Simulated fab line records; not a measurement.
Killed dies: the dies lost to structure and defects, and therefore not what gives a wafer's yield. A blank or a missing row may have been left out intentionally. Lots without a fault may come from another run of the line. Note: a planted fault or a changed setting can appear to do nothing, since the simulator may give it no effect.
Matching of chambers / flow n5_finfet / N5_BEOL_M0_CUTY_ETCH_63 on rie_diel-05 has 4 sister chambers
The step etches SOC in N2/H2, target depth 82.7 nm, overetch 16.5 nm, time 124 s. 30 wafers are shown with their chamber, then 12 later ones without.

## WAFERS WITH THEIR CHAMBER
wafer=L074.2; chamber=2; throttle_valve_pct (%)=17.9; drypump_motor_current_A (A)=6.15; showerhead_plenum_p_Torr (Torr)=2.59
wafer=L074.3; chamber=3; throttle_valve_pct (%)=18.2; drypump_motor_current_A (A)=5.91; showerhead_plenum_p_Torr (Torr)=2.52
wafer=L074.6; chamber=0; throttle_valve_pct (%)=17.5; drypump_motor_current_A (A)=5.57; showerhead_plenum_p_Torr (Torr)=2.56
wafer=L078.1; chamber=2; throttle_valve_pct (%)=18.0; drypump_motor_current_A (A)=6.14; showerhead_plenum_p_Torr (Torr)=2.58
wafer=L078.2; chamber=3; throttle_valve_pct (%)=18.2; drypump_motor_current_A (A)=5.87; showerhead_plenum_p_Torr (Torr)=2.51
wafer=L078.3; chamber=0; throttle_valve_pct (%)=17.5; drypump_motor_current_A (A)=5.58; showerhead_plenum_p_Torr (Torr)=2.55
wafer=L079.2; chamber=2; throttle_valve_pct (%)=18.0; drypump_motor_current_A (A)=6.15; showerhead_plenum_p_Torr (Torr)=2.58
wafer=L079.4; chamber=0; throttle_valve_pct (%)=17.5; drypump_motor_current_A (A)=5.57; showerhead_plenum_p_Torr (Torr)=2.55
wafer=L079.6; chamber=2; throttle_valve_pct (%)=18.0; drypump_motor_current_A (A)=6.18; showerhead_plenum_p_Torr (Torr)=2.58
wafer=L081.2; chamber=3; throttle_valve_pct (%)=18.2; drypump_motor_current_A (A)=5.91; showerhead_plenum_p_Torr (Torr)=2.51
wafer=L081.3; chamber=2; throttle_valve_pct (%)=18.0; drypump_motor_current_A (A)=6.14; showerhead_plenum_p_Torr (Torr)=2.58
wafer=L081.5; chamber=0; throttle_valve_pct (%)=17.5; drypump_motor_current_A (A)=5.57; showerhead_plenum_p_Torr (Torr)=2.55
wafer=L082.4; chamber=3; throttle_valve_pct (%)=18.2; drypump_motor_current_A (A)=5.96; showerhead_plenum_p_Torr (Torr)=2.51
wafer=L082.5; chamber=0; throttle_valve_pct (%)=17.5; drypump_motor_current_A (A)=5.56; showerhead_plenum_p_Torr (Torr)=2.55
wafer=L082.6; chamber=1; throttle_valve_pct (%)=17.2; drypump_motor_current_A (A)=5.81; showerhead_plenum_p_Torr (Torr)=2.60
wafer=L083.2; chamber=3; throttle_valve_pct (%)=18.2; drypump_motor_current_A (A)=5.91; showerhead_plenum_p_Torr (Torr)=2.51
wafer=L083.3; chamber=1; throttle_valve_pct (%)=17.2; drypump_motor_current_A (A)=5.81; showerhead_plenum_p_Torr (Torr)=2.60
wafer=L083.5; chamber=0; throttle_valve_pct (%)=17.5; drypump_motor_current_A (A)=5.58; showerhead_plenum_p_Torr (Torr)=2.55
wafer=L084.1; chamber=3; throttle_valve_pct (%)=18.2; drypump_motor_current_A (A)=5.92; showerhead_plenum_p_Torr (Torr)=2.51
wafer=L084.4; chamber=1; throttle_valve_pct (%)=17.2; drypump_motor_current_A (A)=5.81; showerhead_plenum_p_Torr (Torr)=2.60
wafer=L084.6; chamber=0; throttle_valve_pct (%)=17.5; drypump_motor_current_A (A)=5.57; showerhead_plenum_p_Torr (Torr)=2.55
wafer=L085.2; chamber=0; throttle_valve_pct (%)=17.5; drypump_motor_current_A (A)=5.60; showerhead_plenum_p_Torr (Torr)=2.55
wafer=L085.3; chamber=1; throttle_valve_pct (%)=17.2; drypump_motor_current_A (A)=5.81; showerhead_plenum_p_Torr (Torr)=2.59
wafer=L085.6; chamber=2; throttle_valve_pct (%)=18.0; drypump_motor_current_A (A)=6.15; showerhead_plenum_p_Torr (Torr)=2.58
wafer=L086.2; chamber=2; throttle_valve_pct (%)=18.0; drypump_motor_current_A (A)=6.15; showerhead_plenum_p_Torr (Torr)=2.58
wafer=L086.3; chamber=0; throttle_valve_pct (%)=17.5; drypump_motor_current_A (A)=5.61; showerhead_plenum_p_Torr (Torr)=2.55
wafer=L086.4; chamber=0; throttle_valve_pct (%)=17.5; drypump_motor_current_A (A)=5.59; showerhead_plenum_p_Torr (Torr)=2.55
wafer=L087.1; chamber=1; throttle_valve_pct (%)=17.2; drypump_motor_current_A (A)=5.83; showerhead_plenum_p_Torr (Torr)=2.59
wafer=L087.2; chamber=0; throttle_valve_pct (%)=17.5; drypump_motor_current_A (A)=5.57; showerhead_plenum_p_Torr (Torr)=2.55
wafer=L087.6; chamber=2; throttle_valve_pct (%)=18.0; drypump_motor_current_A (A)=6.13; showerhead_plenum_p_Torr (Torr)=2.58

SIGNATURES, as means of the wafers listed above
reading=throttle_valve_pct; chamber 0=17.500; chamber 1=17.200; chamber 2=17.988; chamber 3=18.200; scatter within a chamber=0.0183
reading=drypump_motor_current_A; chamber 0=5.5791; chamber 1=5.8140; chamber 2=6.1487; chamber 3=5.9133; scatter within a chamber=0.0178
reading=showerhead_plenum_p_Torr; chamber 0=2.5509; chamber 1=2.5960; chamber 2=2.5812; chamber 3=2.5117; scatter within a chamber=0.00383
Rule: a wafer's distance from a chamber is the root of the sum, over the readings, of the square of ((its reading less the chamber's mean) divided by the reading's scatter). If the next closest chamber is less than 2 further off than the closest, the wafer can't be placed; otherwise it belongs to the closest. The scatter is the square root of a quotient: the sum, over the shown wafers, of each reading's squared deviation from its chamber's mean, divided by wafers minus chambers.

## WAFERS MISSING THEIR CHAMBER
wafer=L091.3; throttle_valve_pct (%)=17.5; drypump_motor_current_A (A)=5.58; showerhead_plenum_p_Torr (Torr)=2.54
wafer=L091.4; throttle_valve_pct (%)=17.2; drypump_motor_current_A (A)=5.81; showerhead_plenum_p_Torr (Torr)=2.59
wafer=L091.6; throttle_valve_pct (%)=17.5; drypump_motor_current_A (A)=5.58; showerhead_plenum_p_Torr (Torr)=2.54
wafer=L092.4; throttle_valve_pct (%)=17.5; drypump_motor_current_A (A)=5.53; showerhead_plenum_p_Torr (Torr)=2.54
wafer=L092.5; throttle_valve_pct (%)=17.2; drypump_motor_current_A (A)=5.80; showerhead_plenum_p_Torr (Torr)=2.59
wafer=L092.6; throttle_valve_pct (%)=17.5; drypump_motor_current_A (A)=5.55; showerhead_plenum_p_Torr (Torr)=2.54
wafer=L094.1; throttle_valve_pct (%)=17.2; drypump_motor_current_A (A)=5.81; showerhead_plenum_p_Torr (Torr)=2.59
wafer=L094.2; throttle_valve_pct (%)=17.5; drypump_motor_current_A (A)=5.57; showerhead_plenum_p_Torr (Torr)=2.54
wafer=L094.3; throttle_valve_pct (%)=17.8; drypump_motor_current_A (A)=5.91; showerhead_plenum_p_Torr (Torr)=2.50
wafer=L096.3; throttle_valve_pct (%)=17.2; drypump_motor_current_A (A)=5.83; showerhead_plenum_p_Torr (Torr)=2.58
wafer=L096.5; throttle_valve_pct (%)=17.2; drypump_motor_current_A (A)=5.83; showerhead_plenum_p_Torr (Torr)=2.58
wafer=L096.6; throttle_valve_pct (%)=17.6; drypump_motor_current_A (A)=5.57; showerhead_plenum_p_Torr (Torr)=2.54

## CHAMBER TAKEN BY EACH
wafer=L091.3; from the rows above=0; in truth=0
wafer=L091.4; from the rows above=1; in truth=1
wafer=L091.6; from the rows above=0; in truth=0
wafer=L092.4; from the rows above=0; in truth=0
wafer=L092.5; from the rows above=1; in truth=1
wafer=L092.6; from the rows above=0; in truth=0
wafer=L094.1; from the rows above=1; in truth=1
wafer=L094.2; from the rows above=0; in truth=0
wafer=L094.3; from the rows above=3; in truth=3
wafer=L096.3; from the rows above=1; in truth=1
wafer=L096.5; from the rows above=1; in truth=1
wafer=L096.6; from the rows above=0; in truth=0
Placed correctly: 12 of 12. Number that these rows cannot place: 0. Number placed wrongly: 0.
